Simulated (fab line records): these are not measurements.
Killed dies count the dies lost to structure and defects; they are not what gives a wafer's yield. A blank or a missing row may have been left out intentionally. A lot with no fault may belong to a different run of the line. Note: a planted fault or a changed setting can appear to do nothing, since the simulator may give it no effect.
fab line records    flow nand-harc    part 1 of 2: steps 1 to 24 of 33
record: lots: 5  wafers: 15  last-day: 32
route steps=1302 shown P_M2@334 P_BONDPAD@351
lots that met no fault: from a run of the same line without faults
start-h: start of the lot's first displayed wafer, in hours after the record's first day    wait-h: how many hours have passed since the lot's step before this one    " same as the row above    L1.1+2: a single row standing in for several wafers    - either no value or no given start    * or withheld: withheld    < > ~ a bound
route shown NAME@n: names a module that has steps shown in the file, with the first one's number in the route    usual: mean/standard deviation of fault-free wafers    same: alike in all rows    chamber/n: place in a boat    sites: each site's reading    _std_site: the standard deviation of these    _edge_site: inner sites' mean taken away from outer sites' mean    radius-mm: how far each site lies from the wafer's centre    mask NAME#n: copy n    behind: the last tool/chamber to shape the wafer    hold: cause of the lot's hold/its duration in hours/its outcome    device: names the non-switching transistor (n, p or np)    end of line: the route-end tests of the same wafers    where a step has no rows: the recipe by itself    killed: not the wafer's yield, but the dies lost to structure and defects at the first sort    map: shows each die of a wafer: x if killed, . if not, _ if none is there
set.NAME: the setting that was run; set.NAME@STEP: the one run at that earlier step    model.NAME: the simulator's own value behind a step, which no gauge read
lots at selected steps of the route; one table per step, one row per wafer
services: a tool's chamber out of use, with start hour (start-h, from the record's first day; less than 0 if before it), hours out, and reason
== steps ==
step: NHARC_P_M2_CD_MEAS_16
usual: cd-nm: 170.2/1.1
lot.wafer  tool       chamber  start-h  wait-h  cd-nm
L084.3     cd-sem-03  -        236.90   -       171.0
L084.4     "          -        "        "       169.2
L084.5     "          -        "        "       168.2
L086.1     cd-sem-02  -        252.10   -       169.0
L086.4     "          -        "        "       170.2
L086.6     "          -        "        "       170.4
L088.2     cd-sem-01  -        280.00   -       170.8
L088.5     "          -        "        "       171.0
L088.6     "          -        "        "       171.4
L090.2     cd-sem-03  -        290.73   -       169.5
L090.4     "          -        "        "       172.4
L090.5     "          -        "        "       171.7
L095.1     cd-sem-01  -        339.44   -       171.4
L095.5     "          -        "        "       171.4
L095.6     "          -        "        "       170.2
step: NHARC_P_M2_STRIP_18
recipe: power-w: 1000  n2-flow-sccm: 150  h2-flow-sccm: 150  ar-flow-sccm: 0  bias-w: 0  chemistry: N2/H2
usual: drypump-motor-current-A: 5.8/0.41  n2-flow-sccm: 150.1/0.42  oes-product-au: 0.996/0.015  rf-fwd-power-W: 997/3.2  rf-vpp-V: 90.7/0.91  showerhead-plenum-p-Torr: 2.05/0.084  throttle-valve-pct: 14.171/0.0084
lot.wafer  tool         chamber  start-h  wait-h  drypump-motor-current-A  n2-flow-sccm  oes-product-au  rf-fwd-power-W  rf-hours-counter-h  rf-vpp-V  showerhead-plenum-p-Torr  throttle-valve-pct
L084.3     rie-diel-10  3        237.02   0.1     5.6                      149.8         1.010           997             11                  90.2      2.07                      14.163
L084.4     "            0        "        "       5.5                      150.0         1.004           998             4                   92.3      2.20                      14.171
L084.5     "            2        "        "       5.6                      150.7         1.013           995             -                   91.7      2.18                      14.163
L086.4     rie-diel-05  2        252.20   0.1     5.7                      150.3         1.002           999             0                   91.1      2.11                      14.183
L086.1     "            3        "        "       6.3                      150.0         1.005           995             0                   90.9      2.00                      14.169
L086.6     "            1        "        "       6.3                      151.1         0.973           996             -                   90.8      2.06                      14.162
L088.2     rie-diel-10  1        280.11   0.1     6.7                      150.1         0.994           994             2                   90.0      2.14                      14.176
L088.5     "            3        "        "       5.6                      150.1         1.005           998             -                   89.8      2.07                      14.175
L088.6     "            2        "        "       5.6                      149.9         1.014           997             -                   92.6      2.18                      14.173
L090.2     rie-diel-03  1        290.81   0.1     5.7                      149.4         1.000           991             0                   90.4      2.02                      14.170
L090.5     "            1        "        "       5.7                      149.6         0.996           997             -                   90.9      2.02                      14.157
L090.4     "            0        "        "       5.4                      150.1         1.005           1005            -                   91.8      2.18                      14.177
L095.1     rie-diel-03  3        339.52   0.1     5.3                      150.3         0.984           998             2                   89.8      1.97                      14.173
L095.6     "            1        "        "       5.7                      150.0         0.989           997             -                   90.2      2.02                      14.185
L095.5     "            2        "        "       5.7                      149.5         0.989           994             -                   89.1      1.98                      14.173
step: NHARC_P_M2_ETCH_28
recipe: target-depth-a: 300  over-etch-frac: 0.3  time-s: 72.99  ion-energy-ev: 150  cf4-flow-sccm: 50  n2-flow-sccm: 100  ar-flow-sccm: 150  rf-w: 300  bias-w: 100  chemistry: CF4/N2
usual: drypump-motor-current-A: 5.8/0.42  n2-flow-sccm: 100.0/0.31  oes-product-au: 0.996/0.014  rf-fwd-power-W: 297.5/1.1  rf-vpp-V: 314.4/1.9  showerhead-plenum-p-Torr: 2.64/0.1  throttle-valve-pct: 19.794/0.0086
lot.wafer  tool         chamber  start-h  wait-h  drypump-motor-current-A  n2-flow-sccm  oes-product-au  rf-fwd-power-W  rf-hours-counter-h  rf-vpp-V  showerhead-plenum-p-Torr  throttle-valve-pct
L084.4     rie-diel-10  0        -        -       5.5                      100.2         1.009           297.5           4                   318.0     2.81                      19.798
L084.3     "            1        "        "       6.6                      99.9          0.991           296.9           10                  316.3     2.75                      19.820
L084.5     "            2        "        "       5.6                      100.3         1.009           297.3           -                   317.2     2.79                      19.786
L086.4     rie-diel-05  3        -        -       6.3                      99.6          0.995           298.3           0                   314.9     2.58                      19.796
L086.1     "            0        "        "       5.3                      100.0         1.014           297.8           0                   311.2     2.48                      19.796
L086.6     "            1        "        "       6.3                      100.2         0.977           298.3           -                   315.2     2.65                      19.801
L088.2     rie-diel-10  3        -        -       5.6                      100.1         1.013           298.1           2                   315.7     2.66                      19.794
L088.6     "            1        "        "       6.7                      99.8          0.988           297.6           -                   316.2     2.75                      19.793
L088.5     "            3        "        "       5.6                      99.8          1.015           298.2           -                   315.5     2.66                      19.793
L090.2     rie-diel-03  3        -        -       5.4                      99.5          0.988           296.9           0                   311.3     2.55                      19.793
L090.4     "            0        "        "       5.4                      99.9          0.997           297.1           -                   316.3     2.80                      19.782
L090.5     "            1        "        "       5.7                      99.8          1.002           298.7           -                   312.9     2.61                      19.785
L095.1     rie-diel-03  1        -        -       5.7                      100.3         0.995           298.3           2                   312.9     2.61                      19.803
L095.5     "            2        "        "       5.7                      99.9          0.993           297.3           -                   312.0     2.55                      19.773
L095.6     "            3        "        "       5.4                      99.5          0.980           296.7           -                   314.0     2.55                      19.799
step: NHARC_P_M2_STRIP_19
recipe: time-s: 600  temp-c: 30  chemistry: post-etch-residue-remover
lot.wafer   tool          chamber  start-h  wait-h
L084.5+4+3  wet-bench-08  1,2,3    237.35   -
L086.6+4+1  wet-bench-08  1,2,3    252.57   -
L088.6+2+5  wet-bench-10  2,3,5    280.52   -
L090.4+5+2  wet-bench-08  5,6,1    291.25   -
L095.5+6+1  wet-bench-08  5,6,0    339.95   -
step: NHARC_P_M2_DEGAS_29
recipe: temp-c: 250  time-s: 60
usual: heater-power-w: 322/20
lot.wafer  tool            chamber  start-h  wait-h  heater-power-w
L084.4     pvd-sputter-03  -        237.62   -       336
L084.3     "               -        "        "       299
L084.5     "               -        "        "       312
L086.4     pvd-sputter-01  -        252.83   -       280
L086.1     "               -        "        "       339
L086.6     "               -        "        "       319
L088.2     pvd-sputter-02  -        280.80   -       321
L088.6     "               -        "        "       333
L088.5     "               -        "        "       361
L090.2     pvd-sputter-01  -        291.51   -       331
L090.4     "               -        "        "       279
L090.5     "               -        "        "       294
L095.1     pvd-sputter-03  -        340.22   -       304
L095.5     "               -        "        "       302
L095.6     "               -        "        "       321
step: NHARC_P_M2_PRE_CLEAN_30
recipe: time-s: 30  temp-c: 280  gas: H2/He
usual: heater-power-w: 394/24
lot.wafer  tool            chamber  start-h  wait-h  heater-power-w
L084.4     pvd-sputter-03  -        -        -       377
L084.3     "               -        "        "       412
L084.5     "               -        "        "       383
L086.4     pvd-sputter-01  -        -        -       406
L086.1     "               -        "        "       368
L086.6     "               -        "        "       364
L088.2     pvd-sputter-02  -        -        -       392
L088.5     "               -        "        "       409
L088.6     "               -        "        "       444
L090.4     pvd-sputter-01  -        -        -       368
L090.2     "               -        "        "       394
L090.5     "               -        "        "       371
L095.1     pvd-sputter-03  -        -        -       378
L095.6     "               -        "        "       371
L095.5     "               -        "        "       410
step: NHARC_P_M2_PVD_20
recipe: target-thk-a: 50  bias-v: 168.6  power-w: 15000  chamber-pressure-pa: 0.12  time-s: 8.06  substrate-temp-c: 50  material: TaN
usual: throttle-valve-pct: 29.6/0.78
lot.wafer  tool            chamber  start-h  wait-h  throttle-valve-pct
L084.4     pvd-sputter-03  -        -        -       30.3
L084.3     "               -        "        "       29.8
L084.5     "               -        "        "       30.2
L086.1     pvd-sputter-01  -        -        -       29.9
L086.4     "               -        "        "       29.8
L086.6     "               -        "        "       29.9
L088.2     pvd-sputter-02  -        -        -       30.5
L088.5     "               -        "        "       28.6
L088.6     "               -        "        "       28.7
L090.2     pvd-sputter-01  -        -        -       30.0
L090.4     "               -        "        "       27.9
L090.5     "               -        "        "       29.9
L095.1     pvd-sputter-03  -        -        -       30.2
L095.5     "               -        "        "       29.5
L095.6     "               -        "        "       30.4
step: NHARC_P_M2_PVD_21
recipe: target-thk-a: 300  chamber-pressure-pa: 5  power-w: 5000  substrate-temp-c: 30  time-s: 20.49  material: Cu
usual: throttle-valve-pct: 29.6/0.81
lot.wafer  tool            chamber  start-h  wait-h  throttle-valve-pct
L084.4     pvd-sputter-03  -        -        -       30.4
L084.3     "               -        "        "       29.2
L084.5     "               -        "        "       30.3
L086.1     pvd-sputter-01  -        -        -       29.7
L086.4     "               -        "        "       30.0
L086.6     "               -        "        "       29.7
L088.2     pvd-sputter-02  -        -        -       28.6
L088.6     "               -        "        "       31.1
L088.5     "               -        "        "       29.9
L090.4     pvd-sputter-01  -        -        -       27.9
L090.2     "               -        "        "       29.9
L090.5     "               -        "        "       29.9
L095.1     pvd-sputter-03  -        -        -       30.4
L095.5     "               -        "        "       30.2
L095.6     "               -        "        "       29.9
step: NHARC_P_M2_ECD_22
recipe: target-thk-a: 4000  bath-temp-c: 25  material: Cu
lot.wafer   tool       chamber  start-h  wait-h
L084.3+4+5  ecd-cu-02  0,1,0    238.10   -
L086.1+4+6  ecd-cu-02  0,1,0    253.23   -
L088.2+6+5  ecd-cu-01  0,0,1    281.56   -
L090.2+4+5  ecd-cu-02  0        291.92   -
L095.1+6+5  ecd-cu-02  0,1,0    340.63   -
step: NHARC_P_M2_ANNEAL_31
recipe: temp-c: 225  time-s: 90
usual: wafer_temp_C_max: 225.8/0.31
lot.wafer  tool           chamber  start-h  wait-h  wafer_temp_C_max
L084.3     rtp-anneal-01  0        238.55   0.4     226.0
L084.4     "              0        "        "       225.4
L084.5     "              0        "        "       225.8
L086.1     rtp-anneal-02  0        253.56   0.3     225.9
L086.4     "              0        "        "       226.3
L086.6     "              0        "        "       226.1
L088.2     rtp-anneal-01  0        282.02   0.4     225.5
L088.5     "              0        "        "       225.6
L088.6     "              0        "        "       225.7
L090.2     rtp-anneal-01  0        292.30   0.3     225.9
L090.4     "              0        "        "       225.7
L090.5     "              0        "        "       225.9
L095.1     rtp-anneal-02  0        340.96   0.3     226.2
L095.5     "              0        "        "       226.3
L095.6     "              0        "        "       226.1
step: NHARC_P_M2_CMP_23
recipe: t-overpolish-s: 20  target-thk-nm: 144.3
usual: edge-zone-pressure-frac: 1.000/0.0054  motor-current-A: 12.3/1.7  time-to-endpoint-s: 27.9/2.8
lot.wafer  tool    chamber  start-h  wait-h  edge-zone-pressure-frac  motor-current-A  time-to-endpoint-s
L084.3     cmp-04  0        238.79   -       0.993                    14.3             27.2
L084.4     "       2        "        "       1.004                    12.2             28.4
L084.5     "       0        "        "       0.997                    14.2             26.7
L086.4     cmp-02  2        253.96   -       0.999                    10.5             33.9
L086.1     "       3        "        "       1.007                    11.4             27.1
L086.6     "       1        "        "       0.997                    12.8             28.3
L088.2     cmp-04  1        282.40   -       1.003                    12.9             23.9
L088.5     "       2        "        "       0.998                    11.9             30.2
L088.6     "       3        "        "       1.005                    10.9             27.3
L090.4     cmp-04  2        292.60   -       1.000                    11.3             31.8
L090.2     "       3        "        "       0.996                    11.0             26.7
L090.5     "       3        "        "       0.995                    11.1             25.7
L095.1     cmp-04  0        341.39   -       1.002                    13.4             27.1
L095.5     "       1        "        "       0.999                    13.4             20.3
L095.6     "       2        "        "       0.998                    11.4             29.1
step: NHARC_P_M2_THK_MEAS_24
recipe: thk-meas-gauge: xrf
usual: thk-nm: 144.0/1.7
lot.wafer  tool           chamber  start-h  wait-h  thk-nm
L084.3     film-metro-01  -        239.11   -       144.6
L084.4     "              -        "        "       144.5
L084.5     "              -        "        "       145.0
L086.1     film-metro-02  -        254.22   -       142.9
L086.4     "              -        "        "       147.9
L086.6     "              -        "        "       145.1
L088.2     film-metro-01  -        282.63   -       141.6
L088.5     "              -        "        "       143.9
L088.6     "              -        "        "       143.4
L090.2     film-metro-02  -        292.91   -       141.7
L090.4     "              -        "        "       144.9
L090.5     "              -        "        "       144.5
L095.1     film-metro-01  -        341.62   -       145.6
L095.5     "              -        "        "       140.4
L095.6     "              -        "        "       144.4
step: NHARC_P_M2_SRD_25
lot.wafer   tool          chamber  start-h  wait-h
L084.4+5+3  wet-bench-08  5,6,0    239.16   0.0
L086.6+1+4  wet-bench-08  4,5,1    254.26   0.0
L088.5+6+2  wet-bench-08  1,2,3    282.67   0.0
L090.5+2+4  wet-bench-08  4,5,7    292.96   0.0
L095.1+6+5  wet-bench-08  4,7,0    341.66   0.0
step: NHARC_P_M2_INSPECT_27
usual: raw-defect-count: 302/110
lot.wafer  tool               chamber  start-h  wait-h  raw-defect-count
L084.3     defect-inspect-02  -        239.27   0.0     290
L084.4     "                  -        "        "       427
L084.5     "                  -        "        "       274
L086.1     defect-inspect-02  -        254.37   0.0     339
L086.4     "                  -        "        "       526
L086.6     "                  -        "        "       268
L088.2     defect-inspect-01  -        282.79   0.0     201
L088.5     "                  -        "        "       172
L088.6     "                  -        "        "       337
L090.2     defect-inspect-02  -        293.07   0.0     303
L090.4     "                  -        "        "       224
L090.5     "                  -        "        "       256
L095.1     defect-inspect-02  -        341.77   0.0     433
L095.5     "                  -        "        "       354
L095.6     "                  -        "        "       304
step: NHARC_P_M2_PRE_CLEAN_32
recipe: time-s: 12  temp-c: 370  rf-power-w: 300  gas: NH3
usual: heater-power-w: 685/100  rf-fwd-power-W: 292.7/0.91
lot.wafer  tool      chamber  start-h  wait-h  heater-power-w  rf-fwd-power-W
L084.3     pecvd-04  1        239.36   0.1     715             291.2
L084.5     "         0        "        "       675             294.4
L084.4     "         1        "        "       689             293.9
L086.1     pecvd-01  2        254.47   0.1     859             291.5
L086.4     "         0        "        "       572             292.5
L086.6     "         2        "        "       857             292.0
L088.2     pecvd-01  1        282.87   0.1     746             295.0
L088.5     "         0        "        "       584             292.9
L088.6     "         2        "        "       774             292.3
L090.2     pecvd-03  0        293.14   0.1     627             291.4
L090.5     "         2        "        "       772             292.0
L090.4     "         0        "        "       620             293.1
L095.1     pecvd-03  1        341.84   0.1     795             293.1
L095.5     "         1        "        "       806             292.3
L095.6     "         0        "        "       517             292.6
step: NHARC_P_M2_DEP_33
recipe: target-thk-a: 300  temp-c: 370  target-thk-nm: 30  pressure-torr: 3  flow-sccm: 200  rf-w: 450  material: SiCN
usual: chamber-pressure-Torr: 3.000/0.0066  heater-power-w: 631/120  rf-fwd-power-W: 449.0/1.3
lot.wafer  tool      chamber  start-h  wait-h  chamber-pressure-Torr  heater-power-w  rf-fwd-power-W
L084.3     pecvd-04  1        239.50   0.1     3.016                  539             446.6
L084.5     "         0        "        "       3.001                  596             449.9
L084.4     "         1        "        "       3.011                  544             447.7
L086.1     pecvd-01  2        254.61   0.1     2.994                  786             447.2
L086.4     "         0        "        "       3.004                  578             448.7
L086.6     "         2        "        "       2.989                  777             448.6
L088.2     pecvd-01  1        282.98   0.1     2.988                  594             449.5
L088.5     "         0        "        "       3.013                  464             446.9
L088.6     "         2        "        "       2.996                  794             448.0
L090.2     pecvd-03  0        293.25   0.1     3.002                  548             448.2
L090.5     "         2        "        "       3.000                  755             448.3
L090.4     "         0        "        "       3.006                  543             450.2
L095.1     pecvd-03  1        341.92   0.1     2.994                  766             448.9
L095.5     "         1        "        "       2.986                  745             449.0
L095.6     "         0        "        "       3.003                  550             448.1
step: NHARC_P_BONDPAD_DEP_00
recipe: target-thk-a: 2500  temp-c: 370  target-thk-nm: 250  pressure-torr: 3  flow-sccm: 200  rf-w: 450  material: SiCN
usual: chamber-pressure-Torr: 2.999/0.0058  heater-power-w: 616/110  rf-fwd-power-W: 448.7/1.4
lot.wafer  tool      chamber  start-h  wait-h  chamber-pressure-Torr  heater-power-w  rf-fwd-power-W
L084.3     pecvd-03  2        239.83   -       3.006                  764             449.8
L084.5     "         2        "        "       3.004                  767             451.0
L084.4     "         1        "        "       2.996                  785             450.9
L086.1     pecvd-04  2        254.98   -       2.988                  409             449.0
L086.4     "         1        "        "       3.004                  623             446.8
L086.6     "         0        "        "       3.000                  697             448.7
L088.2     pecvd-04  1        283.39   -       3.001                  563             448.0
L088.5     "         0        "        "       3.003                  545             452.0
L088.6     "         2        "        "       2.996                  405             446.3
L090.2     pecvd-04  2        293.67   -       2.994                  491             450.4
L090.4     "         1        "        "       2.997                  664             449.3
L090.5     "         0        "        "       3.000                  665             449.1
L095.1     pecvd-01  2        342.33   -       3.008                  679             448.8
L095.5     "         2        "        "       2.989                  708             449.8
L095.6     "         1        "        "       3.003                  691             448.5
step: NHARC_P_BONDPAD_CMP_32
recipe: target-thk-nm: 200  material: SiCN
usual: edge-zone-pressure-frac: 1.000/0.005  motor-current-A: 12.5/1.8
lot.wafer  tool    chamber  start-h  wait-h  edge-zone-pressure-frac  motor-current-A
L084.4     cmp-04  3        240.26   -       1.007                    10.4
L084.3     "       0        "        "       1.010                    14.3
L084.5     "       2        "        "       1.002                    11.7
L086.1     cmp-04  2        255.34   -       1.007                    12.2
L086.4     "       1        "        "       1.003                    13.3
L086.6     "       3        "        "       1.001                    11.2
L088.2     cmp-04  3        283.78   -       1.006                    10.8
L088.6     "       2        "        "       0.996                    11.7
L088.5     "       3        "        "       1.002                    11.1
L090.4     cmp-03  3        294.06   -       0.988                    10.9
L090.2     "       0        "        "       1.005                    13.5
L090.5     "       3        "        "       0.994                    10.6
L095.1     cmp-03  3        342.76   -       1.001                    10.0
L095.6     "       2        "        "       1.006                    11.4
L095.5     "       3        "        "       0.999                    11.0
step: NHARC_P_BONDPAD_THK_MEAS_33
recipe: thk-meas-gauge: ellipsometry
usual: thk-nm: 199.4/1.6
lot.wafer  tool           chamber  start-h  wait-h  thk-nm
L084.3     film-metro-01  -        240.49   0.2     200.2
L084.4     "              -        "        "       198.8
L084.5     "              -        "        "       202.5
L086.1     film-metro-02  -        255.59   0.2     201.5
L086.4     "              -        "        "       197.1
L086.6     "              -        "        "       200.4
L088.2     film-metro-02  -        284.01   0.2     199.6
L088.5     "              -        "        "       198.7
L088.6     "              -        "        "       200.1
L090.2     film-metro-01  -        294.28   0.2     199.6
L090.4     "              -        "        "       200.9
L090.5     "              -        "        "       200.1
L095.1     film-metro-02  -        342.99   0.2     200.6
L095.5     "              -        "        "       199.3
L095.6     "              -        "        "       200.0
step: NHARC_P_BONDPAD_SRD_34
lot.wafer   tool          chamber  start-h  wait-h
L084.5+4+3  wet-bench-10  0,1,4    240.53   0.0
L086.4+1+6  wet-bench-10  1,3,5    255.63   0.0
L088.2+5+6  wet-bench-10  6,7,0    284.05   0.0
L090.2+5+4  wet-bench-10  0,4,5    294.32   0.0
L095.1+5+6  wet-bench-10  1,3,4    343.03   0.0
step: NHARC_P_BONDPAD_DEHYDRATE_01
recipe: temp-c: 150  time-s: 120
usual: exhaust-pa: 45.1/0.82  plate-temp-C: 150.01/0.14
lot.wafer  tool            chamber  start-h  wait-h  exhaust-pa  plate-temp-C
L084.3     litho-track-07  0        240.61   0.1     46.0        150.27
L084.4     "               0        "        "       44.6        150.10
L084.5     "               0        "        "       44.9        150.04
L086.1     litho-track-02  0        255.71   0.1     45.2        150.07
L086.4     "               0        "        "       43.9        150.25
L086.6     "               0        "        "       45.8        150.17
L088.2     litho-track-07  0        284.13   0.1     46.3        149.94
L088.5     "               0        "        "       47.0        150.11
L088.6     "               0        "        "       45.3        150.14
L090.2     litho-track-02  0        294.41   0.1     44.4        149.84
L090.4     "               0        "        "       45.0        149.85
L090.5     "               0        "        "       46.0        150.02
L095.1     litho-track-07  0        343.11   0.1     45.3        150.02
L095.5     "               0        "        "       45.0        149.98
L095.6     "               0        "        "       44.9        149.87
step: NHARC_P_BONDPAD_HMDS_02
recipe: time-s: 30
usual: exhaust-pa: 45.1/0.93
lot.wafer  tool            chamber  start-h  wait-h  exhaust-pa
L084.3     litho-track-07  0        -        -       45.1
L084.4     "               0        "        "       44.9
L084.5     "               0        "        "       44.0
L086.1     litho-track-02  0        -        -       45.7
L086.4     "               0        "        "       44.4
L086.6     "               0        "        "       43.8
L088.2     litho-track-07  0        -        -       45.5
L088.5     "               0        "        "       44.4
L088.6     "               0        "        "       44.7
L090.2     litho-track-02  0        -        -       45.2
L090.4     "               0        "        "       43.6
L090.5     "               0        "        "       45.8
L095.1     litho-track-07  0        -        -       46.6
L095.5     "               0        "        "       45.4
L095.6     "               0        "        "       46.1
step: NHARC_P_BONDPAD_COAT_36
recipe: temp-c: 200  time-s: 65
usual: exhaust-pa: 45.1/0.72  plate-temp-C: 199.99/0.16
lot.wafer  tool            chamber  start-h  wait-h  exhaust-pa  plate-temp-C
L084.3     litho-track-07  0        -        -       44.6        199.90
L084.4     "               0        "        "       46.5        199.86
L084.5     "               0        "        "       45.5        199.81
L086.1     litho-track-02  0        -        -       46.7        200.24
L086.4     "               0        "        "       43.8        200.03
L086.6     "               0        "        "       44.7        200.17
L088.2     litho-track-07  0        -        -       46.6        200.23
L088.5     "               0        "        "       46.3        200.18
L088.6     "               0        "        "       45.0        200.14
L090.2     litho-track-02  0        -        -       45.4        199.94
L090.4     "               0        "        "       44.7        199.90
L090.5     "               0        "        "       44.5        199.63
L095.1     litho-track-07  0        -        -       45.0        199.93
L095.5     "               0        "        "       45.1        199.97
L095.6     "               0        "        "       46.2        199.85
step: NHARC_P_BONDPAD_COAT_03
recipe: spin-rpm: 2000  resist-thk-nm: 600
usual: exhaust-pa: 45.0/0.97
lot.wafer  tool            chamber  start-h  wait-h  exhaust-pa
L084.3     litho-track-07  0        -        -       43.8
L084.4     "               0        "        "       44.1
L084.5     "               0        "        "       44.6
L086.1     litho-track-02  0        -        -       46.1
L086.4     "               0        "        "       45.4
L086.6     "               0        "        "       45.2
L088.2     litho-track-07  0        -        -       45.4
L088.5     "               0        "        "       44.7
L088.6     "               0        "        "       43.7
L090.2     litho-track-02  0        -        -       44.6
L090.4     "               0        "        "       44.1
L090.5     "               0        "        "       44.1
L095.1     litho-track-07  0        -        -       44.9
L095.5     "               0        "        "       45.2
L095.6     "               0        "        "       45.1
